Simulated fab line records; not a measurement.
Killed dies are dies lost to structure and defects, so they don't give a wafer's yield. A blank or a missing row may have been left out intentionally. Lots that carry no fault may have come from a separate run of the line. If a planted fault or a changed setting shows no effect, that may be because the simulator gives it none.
A single fault, viewed from 3 desks -- flow nand_harc -- each desk has only its own numbers; what lay behind them comes last

## THE DEFECT DESK
What the inspections along the route counted, lot by lot: means of the sampled wafers that have a number. The brackets show how far a lot's mean lies from the usual mean; more than 4 standard deviations puts the lot out of limits, marked OUT.
Columns: A = raw_defect_count at NHARC_A_BONDPAD_INSPECT_23, usual 461; B = raw_defect_count at NHARC_HYBRID_BOND_INSPECT_06, usual 31
lot,first seen here,A,B
L713,day 18 19:58,408,19
L714,day 18 20:44,634,22
L716,day 18 20:48,367,22
L725,day 20 23:31,599,46
L736,day 24 16:29,406,22
This desk found nothing out of limits on any of the 5 lots.

## THE TOOL OWNER'S DESK: grinder-01
The tool's own readings at NHARC_THIN_TSV_GRIND_00: means of the sampled wafers that have a number, for each lot that ran on this tool. The brackets show how far a lot's mean lies from the usual mean; more than 4 standard deviations puts the lot out of limits, marked OUT.
Columns: A = motor_current_A at NHARC_THIN_TSV_GRIND_00, usual 12.002 A
lot,first seen here,A
L714,day 19 08:47,11.987
L713,day 19 09:59,11.993
L716,day 19 11:11,12.020
L725,day 21 09:53,12.011
L736,day 25 02:56,12.005
This desk found nothing out of limits on any of the 5 lots.

## METROLOGY DESK
What the gauges read, lot by lot, whatever tool the lot ran on: means of the sampled wafers that have a number. The brackets show how far a lot's mean lies from the usual mean; more than 4 standard deviations puts the lot out of limits, marked OUT.
Columns: A = thk_nm at NHARC_A_BONDPAD_THK_MEAS_20, usual 169.9 nm; B = overlay_x_nm at NHARC_HYBRID_BOND_OVL_MEAS_05, usual 1 nm; C = overlay_y_nm at NHARC_HYBRID_BOND_OVL_MEAS_05, usual -4 nm; D = thk_nm at NHARC_THIN_TSV_THK_MEAS_02, usual 2913 nm
lot,first seen here,A,B,C,D
L713,day 18 19:45,169.6,19,-12,2851
L714,day 18 20:30,169.2,3,-9,2774
L716,day 18 20:35,170.2,15,20,2657
L725,day 20 23:18,169.1,-4,10,1549 (-6.8) OUT
L736,day 24 16:16,171.1,3,3,3176
This desk finds L725 out of limits, L725 being first, at day 21 10:59 (thk_nm at NHARC_THIN_TSV_THK_MEAS_02). L713, L714, L716, L736: within limits.

## ALL TOGETHER
At day 21 10:59 the metrology desk could have sounded an alarm, on L725.
The defect desk saw nothing out of limits.
The desk of the tool owner found nothing out of limits.
The defect desk has L725 on record, within its limits.
On record at the tool owner's desk: L725, within its limits.
On grinder-01, each named lot ran NHARC_THIN_TSV_GRIND_00.

## WHAT THE SIMULATOR HAD INSERTED
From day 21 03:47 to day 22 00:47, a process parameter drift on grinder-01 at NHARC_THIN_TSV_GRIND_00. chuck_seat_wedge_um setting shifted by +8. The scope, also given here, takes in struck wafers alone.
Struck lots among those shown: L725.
Time in hours between the start of the fault and the first out-of-limits reading at each desk: metrology desk, 7.
